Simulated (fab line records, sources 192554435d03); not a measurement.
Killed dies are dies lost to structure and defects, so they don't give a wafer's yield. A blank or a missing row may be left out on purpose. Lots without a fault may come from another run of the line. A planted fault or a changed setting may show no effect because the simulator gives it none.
Which tool did it? | flow n5_finfet | 9 lots, 23 wafers sampled, at 4 steps of a route of 1938

WHAT THE GAUGES READ, wafer by wafer
N5_BEOL_M3_OCD_MEAS_38.
lot  | measured     | on     | trench_depth_nm (nm)
L469 | day 7 22:22  | ocd-02 | 56.1 55.9 56.7
L470 | day 8 07:51  | ocd-01 | 55.0 54.7 54.5
L473 | day 9 04:53  | ocd-02 | 57.5 55.5 57.8
L480 | day 10 22:43 | ocd-02 | 54.2 56.6 55.3
L482 | day 11 07:42 | ocd-02 | 55.3 45.6
L488 | day 13 12:49 | ocd-02 | 56.4 56.0 57.3
L486 | day 13 05:05 | ocd-02 | 56.6 56.7
L489 | day 13 15:56 | ocd-02 | 53.6 54.9
L490 | day 13 20:46 | ocd-01 | 54.0 54.6

WHICH TOOL RAN EACH LOT (tool, then ch and the chambers of the sampled wafers, then the start)
lot  | N5_BEOL_M3_STRIP_36                | N5_BEOL_M3_TRENCH_ETCH_37          | N5_BEOL_M3_STRIP_97
L469 | rie_diel-01 ch 0,2,3, day 7 22:11  | rie_diel-01 ch 0,2,3, day 7 22:13  | rie_diel-01 ch 0,2,3, day 7 22:22 or earlier
L470 | rie_diel-02 ch 1,3, day 8 07:40    | rie_diel-02 ch 1,3, day 8 07:42    | rie_diel-02 ch 1,3, day 8 07:51 or earlier
L473 | rie_diel-02 ch 2,3, day 9 04:41    | rie_diel-02 ch 2,3, day 9 04:44    | rie_diel-02 ch 2,3, day 9 04:53 or earlier
L480 | rie_diel-01 ch 0,2,3, day 10 22:31 | rie_diel-01 ch 0,2,3, day 10 22:33 | rie_diel-01 ch 0,2,3, day 10 22:43 or earlier
L482 | rie_diel-01 ch 0,3, day 11 07:31   | rie_diel-01 ch 0,3, day 11 07:33   | rie_diel-01 ch 0,3, day 11 07:42 or earlier
L488 | rie_diel-02 ch 1,2, day 13 12:38   | rie_diel-02 ch 1,2, day 13 12:40   | rie_diel-02 ch 1,2, day 13 12:49 or earlier
L486 | rie_diel-02 ch 2, day 13 04:53     | rie_diel-02 ch 2, day 13 04:56     | rie_diel-02 ch 2, day 13 05:05 or earlier
L489 | rie_diel-03 ch 1,2, day 13 15:44   | rie_diel-03 ch 1,2, day 13 15:47   | rie_diel-03 ch 1,2, day 13 15:56 or earlier
L490 | rie_diel-03 ch 1,2, day 13 20:34   | rie_diel-03 ch 1,2, day 13 20:37   | rie_diel-03 ch 1,2, day 13 20:46 or earlier
- N5_BEOL_M3_STRIP_36: strips in N2/H2.
- N5_BEOL_M3_TRENCH_ETCH_37: etches SiOC in C4F6/O2, target depth 55.555 nm, time 29.2 s.
- N5_BEOL_M3_STRIP_97: strips in N2/H2, time 10 s.

THE ANSWER, worked out from the rows above alone
Rule: what is usual is taken from the lots themselves. Put in order of their means at a reading, lots are off if they are a third of the lots or fewer, leave a main group of 4 or more, and stand apart from it by a gap of 3 or more times the standard deviation of the main group's means; of several such gaps the widest counts. A main group whose means are all the same, to the digits that the tables above print for the reading, isn't used. A lot without any number at a reading at which 4 lots or more have one is off too. The other lots that the step has rows for count as sound.
Off: L482, at N5_BEOL_M3_OCD_MEAS_38 (trench_depth_nm). The main group: mean 55.6 nm, standard deviation 1.
A tool fits if, at a process step before that reading, it ran every lot that is off, and no sound lot after the first of them. The gauges at N5_BEOL_M3_OCD_MEAS_38 are tried like those tools. N5_BEOL_M3_STRIP_97 gives no start for some lots, so the hours and the order of its lots are those of N5_BEOL_M3_OCD_MEAS_38. One fits: rie_diel-01 at N5_BEOL_M3_STRIP_36 and N5_BEOL_M3_TRENCH_ETCH_37 and N5_BEOL_M3_STRIP_97. At N5_BEOL_M3_STRIP_36 its last sound lot is L480 (day 10 22:31), its first lot that is off L482 (day 11 07:31): a fault that began between those two fits.

WHAT THE SIMULATOR HAD PUT IN
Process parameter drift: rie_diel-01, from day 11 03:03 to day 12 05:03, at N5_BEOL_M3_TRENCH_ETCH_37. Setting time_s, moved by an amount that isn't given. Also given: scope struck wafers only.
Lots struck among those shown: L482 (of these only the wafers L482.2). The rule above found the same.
